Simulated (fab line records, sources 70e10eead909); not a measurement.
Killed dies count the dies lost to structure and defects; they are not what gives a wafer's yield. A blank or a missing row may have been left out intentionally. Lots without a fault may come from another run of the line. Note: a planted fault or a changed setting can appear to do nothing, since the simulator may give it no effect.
Comparing a struck lot with a sound one | flow nand harc | 42 steps out of a route of 1302
Sound: these wafers, L606.1, L606.2, L606.5. Struck: wafer L615.1. (L615.4, L615.5 of the same lot were not struck and are left out.) The cause comes at the end.
Each step with rows lists, per side, the tool, then ch with its chambers, then its first start. Under that, the readings that differ: sound wafers | struck wafers | difference of the means | sigmas: that difference in standard deviations of wafers without a fault.
alike: readings with means less than 2 such deviations apart, plus words and numbers identical on both sides. not compared: withheld readings, readings lacking a value on some wafer, bounds such as >300 that could conceal the same value, and numbers that have no deviation in the record and whose values overlap.
A row with sigmas, a row that says differs or no value, or rows on one side alone: a step with any of these is where the two part. Non-overlapping numbers with no deviation appear without sigmas and do not part them. Lack of a reading on every wafer of one side parts them only where that side has two or more wafers.

first, 4 steps without rows for these wafers: NHARC_HYBRID_BOND_PRECLEAN_01 (cleans in DIW, time 300 s); NHARC_HYBRID_BOND_SRD_02 (time 30 s, dry time 20 s); NHARC_HYBRID_BOND_BOND_03; NHARC_HYBRID_BOND_ANNEAL_04 (time 7200 s).
NHARC_HYBRID_BOND_OVL_MEAS_05:
  sound: overlay-02 at day 27 17:29; struck: overlay-02 at day 30 15:02
  reading           | sound     | struck | difference | sigmas
  overlay x nm (nm) | -27 17 23 | -77    | -81        | -3
  alike: overlay y nm
NHARC_HYBRID_BOND_INSPECT_06: inspects for defects (ir void).
  sound: defect inspect-01 at day 27 17:32; struck: defect inspect-01 at day 30 15:05
  alike: raw defect count
then, 1 step without rows for these wafers: NHARC_THIN_TSV_GRIND_00.
NHARC_THIN_TSV_CMP_01: polishes.
  sound on cmp-01 ch 2,3, day 27 18:55; struck on cmp-01 ch 1, day 30 16:26
  reading             | sound        | struck | difference | sigmas
  motor current A (A) | 12.4 9.8 9.7 | 12.7   | +2.1       | +2
NHARC_THIN_TSV_THK_MEAS_02: measures by ir.
  sound: film metro-02 at day 27 19:10; struck: film metro-01 at day 30 16:42
  alike: thk nm
then, 3 steps without rows for these wafers: NHARC_THIN_TSV_SRD_03; NHARC_THIN_TSV_PRECLEAN_41 (cleans in SC1); NHARC_THIN_TSV_SRD_42.
NHARC_THIN_TSV_DEP_43: deposits SiO2, target thk 1328.5 nm.
  sound on pecvd-01 ch 0,1,2, day 27 19:24; struck on pecvd-02 ch 0, day 30 16:58
  reading                   | sound             | struck | difference | sigmas
  mfc precursor sccm (sccm) | 160.9 161.1 160.4 | 162.0  | +1.2       | +2
  alike: flow sccm, rf fwd power W, throttle valve pct
then, 8 steps without rows for these wafers: NHARC_THIN_TSV_DEHYDRATE_04 (time 120 s); NHARC_THIN_TSV_HMDS_05 (time 30 s); NHARC_THIN_TSV_COAT_06; NHARC_THIN_TSV_SOFTBAKE_07 (time 95 s); NHARC_THIN_TSV_EBR_08; NHARC_THIN_TSV_EXPOSE_09 (exposes mask TSV); NHARC_THIN_TSV_PEB_10 (peb time 85 s); NHARC_THIN_TSV_DEVELOP_11 (time 70 s).
NHARC_THIN_TSV_CD_MEAS_12: the cd target is 1000 nm.
  sound on cd sem-03 ch 0, day 27 20:14; struck on cd sem-01 ch 0, day 30 17:45
  alike: cd nm
then, 1 step without rows for these wafers: NHARC_THIN_TSV_HARDBAKE_13 (time 80 s).
NHARC_THIN_TSV_DESCUM_14: chemistry O2, time 3 s.
  sound on rie diel-03 ch 1,3, day 27 20:23; struck on rie diel-03 ch 0, day 30 17:55
  alike: chamber pressure mTorr, drypump motor current A, oes product au, rf vpp V, showerhead plenum p Torr, throttle valve pct
  not compared: rf hours counter h
then, 2 steps without rows for these wafers: NHARC_THIN_TSV_ETCH_44 (etches the open film in CF4/O2, target depth 1594.2 nm, time 797.1 s); NHARC_THIN_TSV_ETCH_15 (target depth 3000 nm, bosch target overetch cycles 2, bosch etch step 2.8 s).
NHARC_THIN_TSV_CD_MEAS_16:
  sound: cd sem-01 at day 27 21:11; struck: cd sem-02 at day 30 18:42
  alike: cd nm
then, 2 steps without rows for these wafers: NHARC_THIN_TSV_STRIP_45 (strips in O2); NHARC_THIN_TSV_STRIP_46 (strips in post etch residue remover, time 1200 s).
NHARC_THIN_TSV_DEP_47: deposits SiO2, target thk 200 nm.
  sound on pecvd-04 ch 0,1, day 27 22:04; struck on pecvd-02 ch 0, day 30 19:38
  reading                | sound          | struck | difference | sigmas
  throttle valve pct (%) | 15.6 16.0 15.9 | 17.2   | +1.4       | +3
  alike: flow sccm, mfc precursor sccm, rf fwd power W
then, 4 steps without rows for these wafers: NHARC_THIN_TSV_ETCHBACK_48 (etches the open film in C4F8/Ar, target depth 1028.5 nm, time 405.17 s); NHARC_THIN_TSV_STRIP_62 (strips in N2/H2, time 20 s); NHARC_THIN_TSV_DEGAS_49 (time 120 s); NHARC_THIN_TSV_PRE_CLEAN_50 (time 30 s).
NHARC_THIN_TSV_PVD_19: deposits TaN, target thk 20 nm.
  sound on pvd sputter-03; struck on pvd sputter-01
  alike: throttle valve pct
then, 3 steps without rows for these wafers: NHARC_THIN_TSV_PVD_51 (deposits Cu, target thk 100 nm); NHARC_THIN_TSV_ECD_20 (material Cu, target thk 2000 nm); NHARC_THIN_TSV_ANNEAL_52 (time 90 s).
NHARC_THIN_TSV_CMP_21: polishes, t overpolish 30 s, target thk 2000 nm.
  sound on cmp-01 ch 0,1,3, day 28 00:35; struck on cmp-02 ch 0, day 30 22:08
  reading              | sound                | struck | difference | sigmas
  overpolish run s (s) | 29.987 29.986 30.005 | 30.013 | +0.020     | +2
  alike: motor current A
then, 2 steps without rows for these wafers: NHARC_THIN_TSV_SRD_23; NHARC_THIN_TSV_DEGAS_53 (time 60 s).
NHARC_END_SORT_01:
  sound on prober-01 ch 0, day 28 14:25; struck on prober-02 ch 0, day 31 08:55
  reading                  | sound          | struck | difference | sigmas
  defect limited yield (%) | 84.9 88.0 85.7 | 75.9   | -10.3      | -4
  killed at other          | 3 7 3          | 91     | +87        | +58
  killed at periphery      | 9 7 14         | 2      | -8         | -3
  killed dies              | 102 81 97      | 163    | +70        | +4
  alike: killed at array, killed open, killed short

== WHERE THEY PART ==
Earliest at NHARC_HYBRID_BOND_OVL_MEAS_05; latest, in this record, at NHARC_END_SORT_01.

WHY: whatever the simulator had introduced
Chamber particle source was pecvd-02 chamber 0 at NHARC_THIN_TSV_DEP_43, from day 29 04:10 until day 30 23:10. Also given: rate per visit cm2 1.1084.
